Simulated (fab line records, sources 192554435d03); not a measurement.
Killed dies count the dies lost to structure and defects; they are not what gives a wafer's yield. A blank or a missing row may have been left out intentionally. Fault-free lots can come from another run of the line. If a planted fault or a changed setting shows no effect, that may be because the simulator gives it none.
Split-lot experiment    flow n5 finfet    21 wafers read across 7 lots, on a route 1938 steps long

## ON THE SPLIT
At N5_BEOL_M3_DESCUM_33 (chemistry O2, time 7 s), the setting time s was moved away from the recipe's 7 s on 9 of the 21 wafers read, by -14.6% to +20.9%. This setting was run at the recipe's value on the other wafers.

The split's own step is where the reading is taken.

## THE READING
CAR-EUV_of_BEOL_M3_COAT_22.thk nm (the simulator's own value, which no gauge read), in nm, at N5_BEOL_M3_DESCUM_33 (chemistry O2, time 7 s). The file does not state a usual value for it. Across the 12 wafers here that went through the recipe, the average is 26.0 nm and the standard deviation 0.12 nm.

wafer   tool, chamber at the split  time s as run, s  against the recipe  CAR-EUV_of_BEOL_M3_COAT_22.thk nm, nm  against lot-mates on the recipe
L075.1  rie diel-04, 1,3,2          7                 recipe              26                                     -
L075.4  rie diel-04, 1,3,2          7                 recipe              26                                     -
L075.6  rie diel-04, 1,3,2          7                 recipe              26                                     -
L076.1  rie diel-05, 1              7                 recipe              26                                     -
L076.4  rie diel-05, 3              8.464             +20.9%              25.2                                   -0.8
L076.6  rie diel-05, 1              8.464             +20.9%              25.4                                   -0.6
L077.2  rie diel-04, 3,1            6.521             -6.8%               26.4                                   +0.4
L077.3  rie diel-04, 3,1            6.521             -6.8%               26.4                                   +0.4
L077.4  rie diel-04, 0              7                 recipe              26                                     -
L078.1  rie diel-04, 1,2            6.592             -5.8%               26.4                                   +0.2
L078.6  rie diel-04, 1,2            6.592             -5.8%               26.4                                   +0.2
L078.4  rie diel-04, 3              7                 recipe              26.2                                   -
L079.1  rie diel-04, 3              7                 recipe              26.2                                   -
L079.3  rie diel-04, 2              7                 recipe              26                                     -
L079.4  rie diel-04, 0              6.109             -12.7%              26.4                                   +0.3
L080.1  rie diel-04, 2              7                 recipe              25.8                                   -
L080.4  rie diel-04, 1              5.975             -14.6%              26.4                                   +0.5
L080.6  rie diel-04, 1              7                 recipe              26                                     -
L094.4  rie diel-04, 2              7.791             +11.3%              25.4                                   -0.5
L094.5  rie diel-04, 2              7                 recipe              26                                     -
L094.6  rie diel-04, 3              7                 recipe              25.8                                   -
If several chambers appear in one row, that row covers several wafers at once and the file leaves open which wafer was in which chamber.

FIT RESULTS
A straight line over all 21 wafers: CAR-EUV_of_BEOL_M3_COAT_22.thk nm changes by -0.0371 nm for each +1% of time s; r = -0.93; the points scatter about the line by 0.14 nm.
The same after taking each lot's own level away (the mean of its wafers on the recipe; 21 wafers): -0.035 nm for each +1%; r = -0.96; scatter 0.093 nm.
On that fit, the largest move of time s shifts the reading by 0.73 nm.
The span of the lots' own levels, 25.90 to 26.20 nm, comes to 2.6 times the standard deviation stated above.
Consequently the slope shifts little with the lot-to-lot level, the two slopes agreeing.
Check: with one of the wafers moved furthest among these (+20.9%) left out of the fit, the line predicts -0.689 nm for it against its lot-mates. It came out at -0.8 nm against them.

## OTHER SPLITS ON THESE WAFERS
These wafers also went through other splits before the reading. Each is held against what the fit with the lots' levels taken away leaves over:
other split on the same wafers  wafers away from the commonest value  r with CAR-EUV_of_BEOL_M3_COAT_22.thk nm (lot level and that fit taken away)
N5_BEOL_M2_COAT_73 spin rpm     5                                     -0.39
N5_BEOL_M3_ILD_DEP_00 time s    4                                     -0.20
N5_BEOL_M3_EXPOSE_25 dose mj    10                                    -0.43

## FILE'S OWN FIT
CAR-EUV_of_BEOL_M3_COAT_22.thk nm changes by -0.0346 nm for each +1% of time s, r = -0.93.
